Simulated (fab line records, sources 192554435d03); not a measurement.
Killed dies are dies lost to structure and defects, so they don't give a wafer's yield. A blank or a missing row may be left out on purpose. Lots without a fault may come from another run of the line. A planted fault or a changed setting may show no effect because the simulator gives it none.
Split-lot experiment | flow n5_finfet | 7 lots, 21 wafers read, on a route of 1938 steps

THE SPLIT
At N5_BEOL_M1_COAT_61 (time 60 s, resist thk 60 nm), the setting spin_rpm was moved away from the recipe's 1500 rpm on 10 of the 21 wafers read, by -9.1% to +11.1%. The other wafers ran this setting at the recipe's value.

FROM THE SPLIT TO THE READING: what the file shows between them, 6 steps
- N5_BEOL_M1_COAT_62: time 60 s, resist thk 12 nm (also split here: spin_rpm)
- N5_BEOL_M1_COAT_73: time 60 s, resist thk 5 nm
- N5_BEOL_M1_COAT_05: resist thk 30 nm
- N5_BEOL_M1_DESCUM_16: chemistry O2, time 7 s
- N5_BEOL_M1_ETCH_74: etches underlayer in N2/H2, target depth 6.5 nm, time 5.2 s
- N5_BEOL_M1_ETCH_63: etches SiARC in CF4, target depth 15.6 nm, time 26 s

THE READING
etch.depth_nm (the simulator's own value, which no gauge read), in nm, at N5_BEOL_M1_ETCH_64 (etches SOC in N2/H2, target depth 75 nm, overetch 15 nm, time 112.5 s). The file gives no usual value for it. The 11 wafers here that ran the recipe average 60.18 nm, standard deviation 0.11 nm.

wafer  | tool, chamber at the split | spin_rpm as run, rpm | against the recipe | etch.depth_nm, nm | against lot-mates on the recipe
L077.1 | litho_track-01, 0          | 1643                 | +9.5%              | 57.34             | -2.80
L077.2 | litho_track-01, 0          | 1500                 | recipe             | 60.14             | -
L077.6 | litho_track-01, 0          | 1643                 | +9.5%              | 57.52             | -2.62
L081.2 | litho_track-03, 0          | 1500                 | recipe             | 59.92             | -
L081.4 | litho_track-03, 0          | 1500                 | recipe             | 60.09             | -
L081.5 | litho_track-03, 0          | 1667                 | +11.1%             | 56.87             | -3.14
L083.4 | litho_track-05, 0          | 1500                 | recipe             | 60.28             | -
L083.5 | litho_track-05, 0          | 1500                 | recipe             | 60.29             | -
L083.6 | litho_track-05, 0          | 1500                 | recipe             | 60.26             | -
L084.1 | litho_track-03, 0          | 1500                 | recipe             | 60.12             | -
L084.4 | litho_track-03, 0          | 1500                 | recipe             | 60.25             | -
L084.6 | litho_track-03, 0          | 1500                 | recipe             | 60.26             | -
L088.1 | litho_track-01, 0          | 1363                 | -9.1%              | 62.8              | no lot-mate on the recipe
L088.5 | litho_track-01, 0          | 1363                 | -9.1%              | 62.8              | no lot-mate on the recipe
L088.2 | litho_track-01, 0          | 1363                 | -9.1%              | 62.93             | no lot-mate on the recipe
L090.2 | litho_track-05, 0          | 1389                 | -7.4%              | 62.62             | +2.44
L090.3 | litho_track-05, 0          | 1500                 | recipe             | 60.18             | -
L090.6 | litho_track-05, 0          | 1389                 | -7.4%              | 62.52             | +2.34
L092.1 | litho_track-05, 0          | 1655                 | +10.3%             | 57.17             | -2.97
L092.4 | litho_track-05, 0          | 1655                 | +10.3%             | 57.14             | -3.00
L092.5 | litho_track-05, 0          | 1500                 | recipe             | 60.14             | -

THE FIT
A straight line over all 21 wafers: etch.depth_nm changes by -0.296 nm for each +1% of spin_rpm; r = -1.00; the points scatter about the line by 0.11 nm.
The same after taking each lot's own level away (the mean of its wafers on the recipe; 18 wafers): -0.295 nm for each +1%; r = -1.00; scatter 0.094 nm.
On that fit, the largest move of spin_rpm shifts the reading by 3.3 nm.
The lots' own levels span 60.005 to 60.277 nm, that is 2.6 times the standard deviation above.
So the lot-to-lot level changes the slope little: the two slopes agree.
Check: with one of the wafers moved furthest among these (+11.1%) left out of the fit, the line predicts -3.26 nm for it against its lot-mates. It came out at -3.14 nm against them.

OTHER SPLITS ON THESE WAFERS
These wafers also went through other splits before the reading. Each is held against what the fit with the lots' levels taken away leaves over:
other split on the same wafers          | wafers away from the commonest value | r with etch.depth_nm (lot level and that fit taken away)
N5_HKMG_FIN_COAT_42 spin_rpm            | 10                                   | +0.05
N5_HKMG_FIN_ETCH_54 source_w            | 6                                    | +0.34
N5_MOL_CONTACT_COAG_ETCH_110 bias_w     | 6                                    | +0.21
N5_MOL_CONTACT_COAG_ETCHBACK_135 time_s | 6                                    | +0.04
N5_BEOL_M0_SAQP_ETCH_84 time_s          | 10                                   | +0.43
N5_BEOL_M0_SAQP_EXPOSE_37 dose_mj       | 3                                    | -0.18
N5_BEOL_M0_SAQP_CUT_ETCH_46 time_s      | 7                                    | +0.16
N5_BEOL_M1_COAT_62 spin_rpm             | 8                                    | -0.18

THE WHOLE CHAIN: every reading that the file lists as answering this split, in the file's order
step               | what it does                                                          | reading                                                                        | change (the file's fit)               | r (the file's)
N5_BEOL_M1_COAT_61 | time 60 s, resist thk 60 nm                                           | SOC_of_BEOL_M1_COAT_61.thk_nm (the simulator's own value, which no gauge read) | -0.293 nm for each +1% of the setting | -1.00
N5_BEOL_M1_ETCH_64 | etches SOC in N2/H2, target depth 75 nm, overetch 15 nm, time 112.5 s | etch.depth_nm (the simulator's own value, which no gauge read)                 | -0.29 nm for each +1% of the setting  | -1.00

THE FILE'S OWN FIT
etch.depth_nm changes by -0.29 nm for each +1% of spin_rpm, r = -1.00.
